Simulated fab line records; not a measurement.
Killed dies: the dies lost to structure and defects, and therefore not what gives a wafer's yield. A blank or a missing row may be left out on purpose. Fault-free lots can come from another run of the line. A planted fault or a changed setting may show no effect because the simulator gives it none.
fab line records -- flow n5-finfet
[record] lots = 4, wafers = 12, last-day = 16
route steps=1938 shown PMOS_HMC_CHANNEL_EPI@57 FIN_SAQP@90 BEOL_M4@1111 PASSIVATION@1936
lots that met no fault: from a run of the same line without faults
start-h: hours from the record's first day to the start of the lot's first wafer shown -- wait-h: hours since the lot's step before -- " repeats the value in the row above -- L1.1+2: a row that stands for several wafers -- - either no value or no given start -- * or withheld: withheld -- < > ~ a bound
route shown NAME@n: names a module that has steps shown in the file, with the first one's number in the route -- usual: average and standard deviation across the fault-free wafers -- same: alike in all rows -- chamber/n: place in a boat -- sites: readings site by site -- _std_site: standard deviation of those values -- _edge_site: inner sites' mean taken away from outer sites' mean -- radius-mm: how far each site lies from the wafer's centre -- mask NAME#n: copy n -- behind: the tool/chamber that last shaped the wafer -- hold: cause of the lot's hold/its duration in hours/its outcome -- device: transistor that didn't switch, given as n, p or np -- end of line: at the end of the route, the tests of the same wafers -- a step given without rows: its recipe and nothing more -- killed: at the first sort, the dies lost to defects and structure; wafer yield is something else -- map: dies across one wafer; x = killed, . = not, _ = none there
set.NAME: the run value of the setting; set.NAME@STEP: its run value at that earlier step -- model.NAME: the simulator's own value behind a step, which no gauge read
lots at some steps of the route; a table a step, a row a wafer
services: from which hour (start-h, from the record's first day; less than 0 if before it) a tool's chamber was out of use, for how many hours, and why
[[steps]]
[step N5_PMOS_HMC_CHANNEL_EPI_HM_DEP_34]
[recipe] material = SiO2, target-thk-a = 360, temp-c = 400, precursor = TEOS/O2, pressure-torr = 6.5, rf-w = 900, teos-flow-sccm = 161.4, gas = O2, flow-sccm = 2650, time-s = 6.9
[step N5_PMOS_HMC_CHANNEL_EPI_COAT_31]
[recipe] resist = BARC, temp-c = 205, time-s = 60, spin-rpm = 1500, resist-thk-nm = 66
[step N5_PMOS_HMC_CHANNEL_EPI_COAT_03]
[recipe] resist = CAR-ArF-block, spin-rpm = 1500, resist-thk-nm = 205
[step N5_PMOS_HMC_CHANNEL_EPI_EBR_05]
[recipe] solvent = PGMEA, ebr-width-mm = 1.5
[step N5_PMOS_HMC_CHANNEL_EPI_SOFTBAKE_04]
[recipe] temp-c = 110, time-s = 60, resist = CAR-ArF-block
[step N5_PMOS_HMC_CHANNEL_EPI_EXPOSE_06]
[recipe] mask-id = PMOS_HMC_BLK, na = 1.35, source-shape = conventional, sigma-outer = 0.8, polarization = unpolarized, target-cd-nm = 240, dose-mj = 41
[step N5_PMOS_HMC_CHANNEL_EPI_PEB_07]
[recipe] peb-temp-c = 110, peb-time-s = 60, resist = CAR-ArF-block
[step N5_PMOS_HMC_CHANNEL_EPI_DEVELOP_08]
[recipe] develop-time-s = 30, developer = TMAH, resist = CAR-ArF-block, dev-temp-c = 23, rinse-liquid = diw, dry = air-spin
[step N5_PMOS_HMC_CHANNEL_EPI_DESCUM_14]
[recipe] chemistry = O2, time-s = 7.9, source-power-w = 50, bias-power-w = 20, pressure-mtorr = 20, rf-frequency-hz = 2.712e+07, temp-c = 40, resist = CAR-ArF-block, o2-flow-sccm = 225
[step N5_PMOS_HMC_CHANNEL_EPI_ETCH_32]
[recipe] chemistry = N2/H2, target = BARC, stop-on = SiO2, target-depth-a = 858, over-etch-frac = 0.3, time-s = 50.3, ion-energy-ev = 200, mask-material = CAR-ArF-block, pressure-mtorr = 30, source-w = 840, bias-w = 150, n2-flow-sccm = 200, h2-flow-sccm = 200
[usual] drypump-motor-current-A = 5.8/0.46, oes-product-au = 0.69/0.058, rf-fwd-power-W = 831/3.1, rf-vpp-V = 523.9/1.8, showerhead-plenum-p-Torr = 2.55/0.053, throttle-valve-pct = 17.80/0.25
lot.wafer,tool,chamber,start-h,wait-h,drypump-motor-current-A,oes-product-au,rf-fwd-power-W,rf-hours-counter-h,rf-vpp-V,showerhead-plenum-p-Torr,throttle-valve-pct,model.CAR-ArF-block_of_PMOS_HMC_CHANNEL_EPI_COAT_03.thk-nm,model.etch.depth-nm,model.PMOS_HMC_CHANNEL_EPI.cd-nm
L830.1,rie-diel-03,0,35.21,0.0,5.3,0.76,832,33,522.1,2.49,17.78,131.9,65.83,240.4
L830.2,rie-diel-03,2,35.21,0.0,5.7,0.63,828,187,527.2,2.62,17.81,133.7,65.58,239.4
L830.5,rie-diel-03,0,35.21,0.0,5.3,0.76,832,-,523.0,2.49,17.76,131.4,65.95,240.8
L838.2,rie-diel-02,0,83.33,0.0,5.4,0.79,832,19,522.4,2.52,17.45,128.4,65.85,239.5
L838.3,rie-diel-02,3,83.33,0.0,5.4,0.66,828,138,523.8,2.57,18.25,133.8,65.9,239.6
L838.6,rie-diel-02,0,83.33,0.0,5.4,0.79,827,-,522.3,2.52,17.46,127.6,66.05,239.4
L841.1,rie-diel-02,0,101.80,0.0,5.4,0.79,829,25,522.2,2.52,17.47,129.6,66.08,240.4
L841.3,rie-diel-02,1,101.80,0.0,5.7,0.69,834,69,521.7,2.47,17.80,151.1,62.3,236.9
L841.5,rie-diel-02,2,101.80,0.0,6.4,0.59,828,-,524.2,2.53,17.86,152.4,60.13,235.6
L842.1,rie-diel-02,0,107.24,0.0,5.4,0.78,830,26,522.0,2.52,17.46,128.2,66.23,240
L842.3,rie-diel-02,3,107.24,0.0,5.4,0.61,833,143,524.1,2.57,18.22,153.1,58.44,236.8
L842.5,rie-diel-02,2,107.24,0.0,6.5,0.59,831,-,525.2,2.53,17.85,152.7,59.27,235.1
[step N5_PMOS_HMC_CHANNEL_EPI_HM_OPEN_15]
[recipe] chemistry = CHF3/O2, target = SiO2, mask-material = CAR-ArF-block, target-depth-a = 406, CHF3_flow_sccm = 50, O2_flow_sccm = 5, Ar_flow_sccm = 200, time-s = 20.3, pressure-mtorr = 30, source-w = 650, bias-w = 170, ion-energy-ev = 200
[usual] drypump-motor-current-A = 5.8/0.46, oes-product-au = 0.81/0.075, rf-fwd-power-W = 644.9/2.3, rf-vpp-V = 527/11, showerhead-plenum-p-Torr = 2.41/0.047, throttle-valve-pct = 18.77/0.22
lot.wafer,tool,chamber,start-h,wait-h,drypump-motor-current-A,oes-product-au,rf-fwd-power-W,rf-hours-counter-h,rf-vpp-V,showerhead-plenum-p-Torr,throttle-valve-pct,model.CAR-ArF-block_of_PMOS_HMC_CHANNEL_EPI_COAT_03.thk-nm
L830.1,rie-diel-03,0,35.25,0.0,5.3,0.91,645.8,34,541,2.37,18.76,90.71
L830.2,rie-diel-03,2,35.25,0.0,5.7,0.73,646.4,187,521,2.49,18.89,94.01
L830.5,rie-diel-03,0,35.25,0.0,5.3,0.91,649.5,-,540,2.37,18.77,90.19
L838.2,rie-diel-02,0,83.37,0.0,5.4,0.95,643.1,19,543,2.38,18.40,85.47
L838.3,rie-diel-02,3,83.37,0.0,5.4,0.76,649.8,138,541,2.38,18.92,93.05
L838.6,rie-diel-02,0,83.37,0.0,5.4,0.96,641.8,-,543,2.38,18.42,84.53
L841.1,rie-diel-02,0,101.84,0.0,5.4,0.94,642.5,25,543,2.38,18.41,86.57
L841.3,rie-diel-02,1,101.84,0.0,5.7,0.83,643.8,69,525,2.34,18.74,109.9
L841.5,rie-diel-02,2,101.84,0.0,6.5,0.73,647.1,-,524,2.41,18.98,110.1
L842.1,rie-diel-02,0,107.28,0.0,5.4,0.94,643.4,26,544,2.38,18.41,85.41
L842.3,rie-diel-02,3,107.28,0.0,5.4,0.76,639.6,143,541,2.38,18.92,112.3
L842.5,rie-diel-02,2,107.28,0.0,6.5,0.73,648.0,-,525,2.41,18.96,110.8
[step N5_PMOS_HMC_CHANNEL_EPI_STRIP_33]
[recipe] chemistry = N2/H2, power-w = 500, temp-c = 40, pressure-mtorr = 50, rf-frequency-hz = 6e+07, overash-fraction = 0.3, bias-power-w = 8, h2-frac = 0.5, n2-flow-sccm = 300, h2-flow-sccm = 300
[step N5_PMOS_HMC_CHANNEL_EPI_STRIP_17]
[recipe] chemistry = SPM, time-s = 750, temp-c = 130, h2so4-h2o2-vol-ratio = 4, dry = ipa-marangoni
[step N5_PMOS_HMC_CHANNEL_EPI_ETCH_38]
[recipe] chemistry = CF4, target = SiO2, target-depth-a = 15, ion-energy-ev = 350, pressure-mtorr = 10, icp-w = 800, bias-w = 400, cf4-flow-sccm = 80
[step N5_PMOS_HMC_CHANNEL_EPI_FIN_RECESS_16]
[recipe] chemistry = HBr/Cl2, target = Si, mask-material = SiO2, target-depth-a = 540, time-s = 18, pressure-mtorr = 10, icp-w = 800, bias-w = 75, HBr_flow_sccm = 150, Cl2_flow_sccm = 80
[usual] HBr_flow_sccm = 150.0/0.51, drypump-motor-current-A = 5.5/0.38, oes-product-au = 0.996/0.018, rf-fwd-power-W = 795/3.1, throttle-valve-pct = 35.2/0.34
lot.wafer,tool,chamber,start-h,wait-h,HBr_flow_sccm,drypump-motor-current-A,oes-product-au,rf-fwd-power-W,rf-hours-counter-h,throttle-valve-pct,model.PMOS_HMC_CHANNEL_EPI.cd-nm
L830.1,rie-si-01,3,35.63,0.0,149.4,6.3,0.980,792,65,35.7,240.3
L830.2,rie-si-01,2,35.63,0.0,150.2,5.0,0.993,795,149,35.3,239.5
L830.5,rie-si-01,1,35.63,0.0,150.2,6.3,1.017,794,-,35.2,240.8
L838.2,rie-si-02,3,83.96,0.0,150.8,5.3,1.021,797,134,34.9,239.7
L838.3,rie-si-02,1,83.96,0.0,149.9,5.2,0.974,794,26,35.1,239.8
L838.6,rie-si-02,2,83.96,0.0,149.4,5.6,1.004,798,-,34.8,239.4
L841.1,rie-si-05,3,102.24,0.0,150.5,5.8,0.996,797,3,35.2,240.4
L841.3,rie-si-05,2,102.24,0.0,149.1,5.9,0.986,793,35,35.9,237.1
L841.5,rie-si-05,1,102.24,0.0,150.1,5.2,0.971,790,-,35.1,235.6
L842.1,rie-si-02,3,107.67,0.0,149.6,5.3,1.026,796,134,34.8,240
L842.3,rie-si-02,0,107.67,0.0,149.5,5.1,1.014,787,25,35.6,236.8
L842.5,rie-si-02,0,107.67,0.0,149.9,5.1,1.014,790,-,35.7,234.9
[step N5_PMOS_HMC_CHANNEL_EPI_PRECLEAN_36]
[recipe] chemistry = O3/DIW, time-s = 45, temp-c = 22, o3-ppm = 10
[step N5_PMOS_HMC_CHANNEL_EPI_PRECLEAN_18]
[recipe] chemistry = DHF, time-s = 30, temp-c = 25, dilution = withheld
[step N5_PMOS_HMC_CHANNEL_EPI_SRD_19]
[recipe] dry = ipa-marangoni, do-ppb = 5, time-s = 30, temp-c = 23, rinse-liquid = diw
[step N5_PMOS_HMC_CHANNEL_EPI_EPI_20]
[recipe] material = SiGe30, mask-material = SiO2, pressure-torr = 20, target-thk-a = 590, temp-c = 600
[step N5_PMOS_HMC_CHANNEL_EPI_HM_STRIP_35]
[recipe] chemistry = dHF, temp-c = 25, material = SiO2, target = SiO2, target-depth-a = 396, time-s = 216
[step N5_PMOS_HMC_CHANNEL_EPI_SRD_39]
[recipe] dry = ipa-marangoni, time-s = 30, temp-c = 23, rinse-liquid = diw
[step N5_PMOS_HMC_CHANNEL_EPI_CMP_21]
[recipe] material = SiGe30, post-cmp-clean = alkaline-brush, target-thk-nm = 54
[step N5_PMOS_HMC_CHANNEL_EPI_PRECLEAN_40]
[recipe] chemistry = DHF, time-s = 30, temp-c = 25, dilution = withheld
[step N5_PMOS_HMC_CHANNEL_EPI_PRECLEAN_37]
[recipe] chemistry = O3/DIW, time-s = 45, temp-c = 22, o3-ppm = 10
[step N5_PMOS_HMC_CHANNEL_EPI_PRECLEAN_24]
[recipe] chemistry = DHF, time-s = 30, temp-c = 25, dilution = withheld
[step N5_PMOS_HMC_CHANNEL_EPI_SRD_25]
[recipe] dry = ipa-marangoni, do-ppb = 5, time-s = 30, temp-c = 23, rinse-liquid = diw
[step N5_PMOS_HMC_CHANNEL_EPI_EPI_26]
[recipe] material = Si, target-thk-a = 38, temp-c = 650, precursor = SiH4/H2, pressure-torr = 20, time-s = 22.7
[step N5_FIN_SAQP_PRECLEAN_42]
[recipe] chemistry = O3/DIW, time-s = 60, temp-c = 22, o3-ppm = 10
[step N5_FIN_SAQP_PRECLEAN_00]
[recipe] chemistry = SC1, time-s = 60, temp-c = 55, mix = 1:2:50
[step N5_FIN_SAQP_PRECLEAN_44]
[recipe] chemistry = SC2, time-s = 45, temp-c = 35, mix = 1:1:50
[step N5_FIN_SAQP_SRD_01]
[recipe] dry = ipa-marangoni, time-s = 30, temp-c = 23, rinse-liquid = diw
[step N5_FIN_SAQP_ALD_61]
[recipe] material = SiO2, target-thk-a = 40, temp-c = 300, ald-precursor-family = BDEAS, ald-co-reactant = O2-plasma, pulse-time-s = 1, purge-time-s = 2, co-reactant-purge-time-s = 2, ald-cycles = 43, pressure-torr = 2
[step N5_FIN_SAQP_DENSIFY_62]
[recipe] temp-c = 700, time-s = 60, ambient = N2, idle-temp-c = 600, ramp-up-c-per-s = 150, ramp-down-c-per-s = 60, cool-to-c = 600
[step N5_FIN_SAQP_HM_DEP_03]
[recipe] material = SiNx, target-thk-a = 380, temp-c = 400, precursor = SiH4/NH3/N2, pressure-torr = 1.5, rf-w = 300, time-s = 33.6
[step N5_FIN_SAQP_PECVD_47]
[recipe] material = a-Si, target-thk-a = 450, temp-c = 400, precursor = SiH4/He, pressure-torr = 3, rf-w = 100, time-s = 36.3
[step N5_BEOL_M4_RC_MEAS_101]
[usual] DIBL_N = 36.0/2.2, DIBL_P = 35.9/2.6, IOFF_N = 0.16/0.038, IOFF_P = 0.21/0.042, ION_N = 675/15, ION_P = 463/10, SS_N = 71.5/0.62, SS_P = 73.2/0.76, VT_N = 250/4.1, VT_P = -251/3.6
lot.wafer,tool,chamber,start-h,wait-h,DIBL_N[mV/V],DIBL_P[mV/V],IOFF_N[nA/um],IOFF_P[nA/um],ION_N[uA/um],ION_P[uA/um],SS_N[mV/dec],SS_P[mV/dec],VT_N[mV],VT_P[mV]
L830.1,prober-02,0,194.10,0.0,33.9,33.8,0.12,0.14,668,453,71.6,72.6,255,-257
L830.2,prober-02,0,194.10,0.0,33.6,33.6,0.12,0.15,665,455,71.1,73.0,252,-255
L830.5,prober-02,0,194.10,0.0,33.2,33.9,0.11,0.14,657,457,71.0,72.8,254,-258
L838.2,prober-01,0,230.65,0.2,37.6,35.9,0.17,0.25,688,479,71.0,73.6,251,-247
L838.3,prober-01,0,230.65,0.2,36.6,33.7,0.13,0.20,673,468,70.5,72.3,251,-250
L838.6,prober-01,0,230.65,0.2,36.8,33.6,0.14,0.21,660,454,71.1,73.3,251,-249
L841.1,prober-02,0,247.32,0.0,34.5,33.5,0.12,0.19,656,466,71.3,72.4,254,-250
L841.3,prober-02,0,247.32,0.0,39.1,38.6,0.22,0.28,709,482,72.3,73.6,243,-247
L841.5,prober-02,0,247.32,0.0,35.4,33.0,0.13,0.17,663,461,70.8,72.3,254,-252
L842.1,prober-01,0,264.37,0.1,30.7,29.6,0.08,0.11,656,448,70.8,72.5,261,-261
L842.5,prober-01,0,264.37,0.1,34.3,33.5,0.12,0.15,661,443,71.7,72.7,254,-259
[step N5_PASSIVATION_PROBE_49]
[usual] defect-limited-yield = 91.4/1.6, killed_at_M0_to_M3 = 35/10, killed_at_M4_up = 12/4.7, killed-at-contacts = 12/5.8, killed-at-front-end = 38/12, killed-at-other = 4/3.2, killed-dies = 102/18, killed-on-rim = 13/4.2, killed-open = 68/14, killed-short = 32/8, sort_bin_5_function = 5.1/0.96, sort_bin_6_memory = 3.2/0.77, sort-n-pass = 1078/20, sort-yield-pct = 91.3/1.7
[same] gross-dies = 1180, killed-at-back-side = 0, sort_bin_4_leakage[%] = 0, sort_bin_8_speed[%] = 0
lot.wafer,tool,chamber,start-h,wait-h,defect-limited-yield[%],killed_at_M0_to_M3,killed_at_M4_up,killed-at-contacts,killed-at-front-end,killed-at-other,killed-dies,killed-on-rim,killed-open,killed-short,sort_bin_5_function[%],sort_bin_6_memory[%],sort-n-pass,sort-yield-pct[%]
L838.2,prober-01,-,337.42,0.1,90.1,49,8,12,46,2,117,16,90,27,6.1,3.5,1063,90.1
L838.3,prober-01,-,337.47,0.1,88.0,50,7,19,65,1,142,18,101,39,6.8,4.8,1038,88.0
L838.6,prober-01,-,337.62,0.3,90.2,47,10,6,51,2,116,18,78,38,5.8,3.7,1064,90.2
L841.3,prober-02,-,359.68,1.0,87.7,21,21,7,95,1,145,34,75,24,8.8,3.3,1035,87.7
L841.5,prober-02,-,359.78,1.1,57.5,43,11,17,426,5,502,79,94,24,38.1,4.2,678,57.5
L842.3,prober-01,-,373.40,0.1,35.7,31,6,11,693,18,759,53,79,25,61.0,3.1,421,35.7
L842.5,prober-01,-,373.50,0.2,45.9,36,12,6,579,5,638,90,73,28,50.8,3.2,542,45.9
// killed by level:class
L838.2 BEOL_M2:geometric-particle:open=17 FIN_SAQP:geometric-particle:open=14 STI_FIN_REVEAL:geometric-particle:open=13 MOL_CONTACT_COAG:geometric-particle:open=11 BEOL_M1:geometric-particle:open=9 BEOL_M3:geometric-particle:open=7 FIN_SAQP:geometric-particle:short=6 BEOL_M0:geometric-particle:open=4
L838.3 STI_FIN_REVEAL:geometric-particle:open=20 MOL_CONTACT_COAG:geometric-particle:open=15 FIN_SAQP:geometric-particle:open=14 BEOL_M1:geometric-particle:open=12 BEOL_M0_SAQP:geometric-particle:open=11 FIN_SAQP:geometric-particle:short=8 BEOL_M1:geometric-particle:short=6 BEOL_M2:geometric-particle:open=6
L838.6 BEOL_M3:geometric-particle:open=21 FIN_SAQP:geometric-particle:open=16 FIN_SAQP:geometric-particle:short=12 BEOL_M0_SAQP:geometric-particle:short=10 STI_FIN_REVEAL:geometric-particle:open=8 BEOL_M0_SAQP:geometric-particle:open=6 MOL_CONTACT_COAG:geometric-particle:open=5 STARTING-WAFER:geometric-particle:short=4
L841.3 PMOS_HMC_CHANNEL_EPI:area-etch=46 FIN_SAQP:geometric-particle:open=13 STI_FIN_REVEAL:geometric-particle:open=13 BEOL_M4:geometric-particle:open=11 BEOL_M0_SAQP:geometric-particle:open=7 STARTING-WAFER:geometric-particle:open=6 FIN_SAQP:geometric-particle:short=5 MOL_CONTACT_COAG:geometric-particle:open=4
L841.5 PMOS_HMC_CHANNEL_EPI:area-etch=384 MOL_CONTACT_COAG:geometric-particle:open=15 FIN_SAQP:geometric-particle:open=14 BEOL_M1:geometric-particle:open=14 BEOL_M2:geometric-particle:open=14 DUMMY_GATE:geometric-particle:open=8 STI_FIN_REVEAL:geometric-particle:open=5 BEOL_M4:geometric-particle:open=5
L842.3 PMOS_HMC_CHANNEL_EPI:area-etch=655 FIN_SAQP:geometric-particle:open=13 BEOL_M2:geometric-particle:open=10 STI_FIN_REVEAL:geometric-particle:open=9 MOL_CONTACT_COAG:geometric-particle:open=9 BEOL_M3:geometric-particle:open=9 MIM_BOT:geometric-particle:open=8 STARTING-WAFER:geometric-particle:open=5
L842.5 PMOS_HMC_CHANNEL_EPI:area-etch=537 STI_FIN_REVEAL:geometric-particle:open=12 FIN_SAQP:geometric-particle:open=10 BEOL_M3:geometric-particle:open=10 BEOL_M0_SAQP:geometric-particle:short=7 BEOL_M0_SAQP:geometric-particle:open=7 MOL_CONTACT_COAG:geometric-particle:open=5 BEOL_M2:geometric-particle:open=5
// map L841.5 (x killed, . not)
_________________.....xx.xxxx________________
______________xxxxx.x.x...xx.x.._____________
___________..xx.xxxxxxxxxxx.xxxx.xx__________
__________.x.x.x.x.x.xxxxxxx.x.xxxxx_________
________..xxxxx.xxxxxxxxxxx.xxxxxxxxx._______
_______xx...x.xxxxxxxxxxxxxxx.xxxxxxx.x______
______.x..xx..x.x.xxxx.xxxxxxxxxx.xxx.xx_____
_____xxx....x..xxxxxxxx.xx.xxxxx...xx...x____
____xx..x...xx..x..xxxxx.xxxxx.xxxxx.x....___
___xx.........xxxxxxx..xxx.xx.xx.x....x.x..__
___..xx.xx.x.x..x...x.xxx...xx.x.xx.xx....x__
__.....x.x.x.x..x....x..xxxx.xxxxxxxx.x..xxx_
__.....xx..x..x..x.xx.xx......xx....x.xxxx.._
_...........xx..x..x.x.x.xx.x.x.xxxxxx.x.xxx.
_....x.......x.....xx.....x...x.....xxx.xxx..
_...........x....x...x.xx..x..x..x..xxxxxxxxx
_..x...x..xxxx..............x...x.x.xxxxxxxxx
_.....x.....x..x...x.....x....x.x.x....xxxxxx
_......................xxx.x.x......xxx..xxxx
_....x.................xxx.xx...x....xx.xxxxx
_...x.............x...x.....x....xx..x.xxxxxx
__..x.x.xx..x....xx.xxx..x.xxx.x....x..xx..x_
__xx..xx...........x.....x...xx.xxx.xx.....x_
___x.xx.x...........xx...x.x.x..xxx.....xxx__
___xx...xxx..x...........x..x..xxx.x.xx..xx__
____x..xx..x.........x..........xxx.xxx.x.___
_____xxx..x.x......x.......x....xx.xxxxxx____
______.x........x.........x.x...x.x..xxx_____
_______..x..x...x........x....x.x..xxxx______
________.......x...xx...........x..x.x_______
__________xx.x.x..........x..x..xx.x_________
___________...xx..................x__________
______________.....x.........x.x_____________
_________________.....x....xx________________
// map L842.3 (x killed, . not)
_________________xxx..xx..x..________________
______________..x.xx...x.xx.x..._____________
___________xx..x..x.x.x.x..xx..x...__________
__________x..xx.x...x.xx..xx..x..xx._________
________xxxx..xxxxx.xxxx.xxxxx...xxxxx_______
_______...xxx..xx.x.x.xx.xxxx..xxxxxxxx______
______x.xx.x.x.xxxxxxxx.xxxxxxx.x.x.x..._____
_____.xxxxxx..xxxxxxxx.xxx...xxxx.xxxx.xx____
____xxx.x.xx.xx.x.xxxxx.x.x.xxxxxxxx.xx.xx___
___x....x.xxxxxxx.xxx..xxx.xx.xxxxxxxxx.x..__
___.xxx..xx.xxxxxxxx.xx...xxxxxxxxxx.x..xxx__
__x..xx..xx.xxxxx.xxx.xxx.xxxxxxxxxxxxxx.x.._
__..x.xx..x.xxxxxxxxxx.xx.xxxxxxxxx.xxxxxx.._
_..xxxx....xxxx.xxxxx.xxx.xxxxxxxxxxxxx...x..
_.xxx..xxxxxx.xxxxx.xxx.xxx.xxxxxxxx.xxxxxxxx
_xx.xxxxxxxxxxxxxxxxxxx.xxxxxxx.xxxxxx.xxx.x.
_..x.xxx..xx.xxxxxxxxxxxxxxxxxx.xxxxxx.xxx.xx
_x.xx.xxx..xxxxxxxxxxxxxxxx.xxxxx.xxx.x.xx.x.
_..xx.xxxx.xxxxxxxxxxxxxxxxx..xx.xxxxxxxxx...
_.xx.x.xx...x..xx.xxxxxxxxxxxxxxx.xxxxx.xx...
_..x..x.x.x..x.xx.xx.xxxx...x.xxxxx.xxxxxxx..
__.x...xx.......xx.xx..xxxx.x.xxxxxxxxxx.xxx_
__..x.x.x...xx..x..x....xxxxxxxxxxx.xx.xxxx._
___.x.x.xxxxx..x...xxxx.x..x..xxxx.x.xxxxx.__
___..x......x.xx.xxxx.xx.xxxxx.x..xxx....xx__
____...x.x.xx.x.xxxxx.xxx.xx.xxx..x.xxxx..___
_____..x.....xx.xx.xxxxxxx.x.x.xx.xxxxx.x____
______...x.x...x..xxxxxxxx.xx....x.x.xxx_____
_______.....x..xxx.xxxxxxx.xx..x.x.xx.x______
________...xxx.x.x..xxxxx..x..x.....xx_______
__________......x..x...xxxxx..xx...._________
___________x.x...x.xx.xxxxx..x.x...__________
______________..x.xxxxx..xx....._____________
_________________...xxx......________________
[[services]]
tool,chamber,start-h,hours,kind
rie-diel-02,3,13.30,5.3,repair
rie-diel-02,3,22.54,6.3,repair
rie-diel-02,-,89.59,0.7,repair
rie-si-02,0,95.08,3.3,repair
rie-diel-02,2,95.78,4.7,repair
rie-diel-02,3,97.68,4.5,repair
rie-si-05,2,106.40,1.9,repair
[[key]]
[first-sign] step = N5_PASSIVATION_PROBE_49, reading = sort_bin_5_function, direction = up, sigmas = 36, usual = 5.1, struck = 39.7
[effect] step = N5_PASSIVATION_PROBE_49, reading = killed-at-front-end, direction = up, sigmas = 35, usual = 38, struck = 448
[model-effect] step = N5_PMOS_HMC_CHANNEL_EPI_ETCH_32, value = CAR-ArF-block_of_PMOS_HMC_CHANNEL_EPI_COAT_03.thk-nm, without = 132.9, struck = 152.3
[model-effect] step = N5_PMOS_HMC_CHANNEL_EPI_HM_OPEN_15, value = CAR-ArF-block_of_PMOS_HMC_CHANNEL_EPI_COAT_03.thk-nm, without = 91.39, struck = 110.8
[model-effect] step = N5_PMOS_HMC_CHANNEL_EPI_FIN_RECESS_16, value = PMOS_HMC_CHANNEL_EPI.cd-nm, without = 238.9, struck = 236.1
[more-kills-born-at] N5_PMOS_HMC_CHANNEL_EPI_ETCH_32@rie-diel-02 = 1622
met-at N5_PMOS_HMC_CHANNEL_EPI_ETCH_32
struck-wafers L841.3,L841.5,L842.3,L842.5
later-rows-left-out L842.3
onset-between 83.33 101.80
[fault] kind = process-parameter-drift, tool = rie-diel-02, chamber = -, onset-h = 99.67, steps = N5_PMOS_HMC_CHANNEL_EPI_ETCH_32, channel = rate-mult, offset = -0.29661, shape = step, end-h = 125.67, scope = struck-wafers-only
// later-rows-left-out: the simulator's readings of these wafers behind a module that went badly wrong aren't trusted and aren't shown, but for the sort
